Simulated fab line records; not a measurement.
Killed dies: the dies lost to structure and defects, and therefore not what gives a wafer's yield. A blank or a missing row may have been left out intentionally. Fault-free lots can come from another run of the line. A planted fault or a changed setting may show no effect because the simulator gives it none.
Matching of chambers || flow n5_finfet || 4 sister chambers for N5_BEOL_M5_DESCUM_16 on rie_diel-05
The step chemistry O2, time 7 s. 7 wafers are shown with their chamber, then 7 later ones without.

## EACH WAFER AND ITS CHAMBER
{"wafer": "L082.2", "chamber": 2, "drypump_motor_current_A (A)": 5.1, "throttle_valve_pct (%)": 20.59}
{"wafer": "L082.3", "chamber": 1, "drypump_motor_current_A (A)": 5.6, "throttle_valve_pct (%)": 20.26}
{"wafer": "L088.2", "chamber": 0, "drypump_motor_current_A (A)": 6.0, "throttle_valve_pct (%)": 20.76}
{"wafer": "L088.4", "chamber": 1, "drypump_motor_current_A (A)": 5.6, "throttle_valve_pct (%)": 20.29}
{"wafer": "L088.6", "chamber": 3, "drypump_motor_current_A (A)": 5.8, "throttle_valve_pct (%)": 20.05}
{"wafer": "L086.1", "chamber": 3, "drypump_motor_current_A (A)": 5.7, "throttle_valve_pct (%)": 20.03}
{"wafer": "L086.4", "chamber": 2, "drypump_motor_current_A (A)": 5.1, "throttle_valve_pct (%)": 20.61}

## WAFERS WITHOUT THEIR CHAMBER
{"wafer": "L086.5", "drypump_motor_current_A (A)": 5.1, "throttle_valve_pct (%)": 20.61}
{"wafer": "L090.2", "drypump_motor_current_A (A)": 5.1, "throttle_valve_pct (%)": 20.63}
{"wafer": "L090.3", "drypump_motor_current_A (A)": 5.9, "throttle_valve_pct (%)": 20.79}
{"wafer": "L090.4", "drypump_motor_current_A (A)": 5.6, "throttle_valve_pct (%)": 20.29}
{"wafer": "L095.2", "drypump_motor_current_A (A)": 5.6, "throttle_valve_pct (%)": 20.30}
{"wafer": "L095.3", "drypump_motor_current_A (A)": 5.7, "throttle_valve_pct (%)": 20.06}
{"wafer": "L095.6", "drypump_motor_current_A (A)": 5.1, "throttle_valve_pct (%)": 20.63}

## EACH ONE'S CHAMBER
{"wafer": "L086.5", "from the rows above": 2, "in truth": 2}
{"wafer": "L090.2", "from the rows above": 2, "in truth": 2}
{"wafer": "L090.3", "from the rows above": 0, "in truth": 0}
{"wafer": "L090.4", "from the rows above": 1, "in truth": 1}
{"wafer": "L095.2", "from the rows above": 1, "in truth": 1}
{"wafer": "L095.3", "from the rows above": 3, "in truth": 3}
{"wafer": "L095.6", "from the rows above": 2, "in truth": 2}
7 of 7 placed correctly. Left unplaced by these rows: 0. Wrongly placed: 0.
How it was worked out, from the rows above alone: a wafer's distance from a chamber is the root of the sum, over the readings, of the square of ((its reading less the chamber's mean) divided by the reading's scatter). If the next closest chamber is less than 2 further off than the closest, the wafer can't be placed; otherwise it belongs to the closest. For every chamber, the mean is computed from those of its wafers that are shown. The scatter is the square root of a quotient: the sum, over the shown wafers, of each reading's squared deviation from its chamber's mean, divided by wafers minus chambers.
